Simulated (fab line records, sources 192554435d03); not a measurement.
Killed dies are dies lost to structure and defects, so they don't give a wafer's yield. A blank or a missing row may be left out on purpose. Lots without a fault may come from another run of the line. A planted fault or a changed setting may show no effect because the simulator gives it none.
A struck lot beside a sound one | flow n5_finfet | 15 steps out of a route of 1938
Sound: wafers L758.2, L758.3, L758.6. Struck: wafer L768.3. (L768.5 of the same lot was not struck and is left out.) The cause comes at the end.
At each step with rows: each side's tool, then ch and its chambers, then its first start. Under that, the readings that differ: sound wafers | struck wafers | difference of the means | sigmas: that difference in standard deviations of wafers without a fault.
alike: readings whose means differ by less than 2 such deviations, and words and numbers that are the same on both sides. not compared: withheld readings, readings that some wafer has no value for, bounds like >300 that may hide the same value, and numbers for which the record gives no deviation and whose values overlap.
The two part at a step that has a row with sigmas, a row that says differs or no value, or rows on one side only. Numbers that don't overlap but have no deviation are shown without sigmas and don't part them. A reading that every wafer of one side lacks parts them only if that side has two wafers or more.

N5_BEOL_M6_TRENCH_ETCH_37: etches SiCOH lowk in C4F6/O2, target depth 94.435 nm, time 31.5 s.
  sound on rie_diel-04 ch 0,1; struck on rie_diel-02 ch 2
  alike: bias_w, drypump_motor_current_A, oes_product_au, rf_vpp_V, showerhead_plenum_p_Torr, throttle_valve_pct
  not compared: rf_hours_counter_h
N5_BEOL_M6_ETCH_41: etches SiCN in CH3F/O2, target depth 29.7 nm, time 52 s.
  sound on rie_diel-04 ch 0,1; struck on rie_diel-02 ch 2
  reading               | sound          | struck | difference | sigmas
  oes_product_au (a.u.) | 0.81 0.90 0.90 | 0.70   | -0.17      | -2
  alike: bias_w, drypump_motor_current_A, rf_vpp_V, showerhead_plenum_p_Torr, throttle_valve_pct
  not compared: rf_hours_counter_h
N5_BEOL_M6_STRIP_80: strips in N2/H2, time 10 s.
  sound on rie_diel-04 ch 0,1; struck on rie_diel-02 ch 2
  reading                | sound             | struck | difference | sigmas
  throttle_valve_pct (%) | 23.12 23.39 23.40 | 23.83  | +0.53      | +2
  alike: drypump_motor_current_A, oes_product_au, rf_vpp_V, showerhead_plenum_p_Torr
  not compared: rf_hours_counter_h
N5_BEOL_M6_OCD_MEAS_38:
  sound on ocd-02, day 10 16:43; struck on ocd-01, day 13 03:37
  reading              | sound          | struck | difference | sigmas
  trench_depth_nm (nm) | 94.0 93.9 95.1 | 91.1   | -3.2       | -2
then, 4 steps without rows for these wafers: N5_BEOL_M6_HM_STRIP_39 (strips TiN in peroxide tin strip, target depth 25 nm, time 158 s); N5_BEOL_M6_SRD_40 (time 30 s); N5_BEOL_M6_PRECLEAN_42 (cleans in residue remover, time 60 s); N5_BEOL_M6_SRD_43 (time 30 s).
N5_BEOL_M6_CD_MEAS_35: target cd 40 nm, target cd y 28 nm.
  sound on cd_sem-03, day 10 16:52; struck on cd_sem-03, day 13 03:46
  alike: cd_nm
N5_BEOL_M6_CURE_75: cures SiCOH lowk, time 120 s.
  sound on uv_cure-03 ch 1, day 10 16:58; struck on uv_cure-01 ch 0, day 13 03:54
  alike: lamp_power_pct, wafer_temp_C_max
then, 2 steps without rows for these wafers: N5_BEOL_M6_DEGAS_44 (time 60 s); N5_BEOL_M6_PRE_CLEAN_45 (time 30 s).
N5_BEOL_M6_ALD_77: deposits TaN, target thk 2 nm, pulse time 2 s, purge time 3 s.
  sound on ald_metal-04 ch 1,3, day 10 17:31; struck on ald_metal-04 ch 1, day 13 04:25
  reading    | sound    | struck | difference | sigmas
  ald_cycles | 40 40 40 | 44     | +4         |
  alike: heater_power_w
N5_BEOL_M6_SURFACE_TREAT_79:
  sound on pvd_sputter-01, day 10 18:01; struck on pvd_sputter-02, day 13 04:41
  alike: ar_flow_sccm
  not compared: pressure_mtorr, throttle_valve_pct
N5_PASSIVATION_PROBE_49:
  the record has rows for the sound wafers here (prober-01, day 14 09:10) and none for the struck ones

WHERE THEY PART
First at N5_BEOL_M6_ETCH_41; last, within this record, at N5_PASSIVATION_PROBE_49.

WHY: what the simulator had put in
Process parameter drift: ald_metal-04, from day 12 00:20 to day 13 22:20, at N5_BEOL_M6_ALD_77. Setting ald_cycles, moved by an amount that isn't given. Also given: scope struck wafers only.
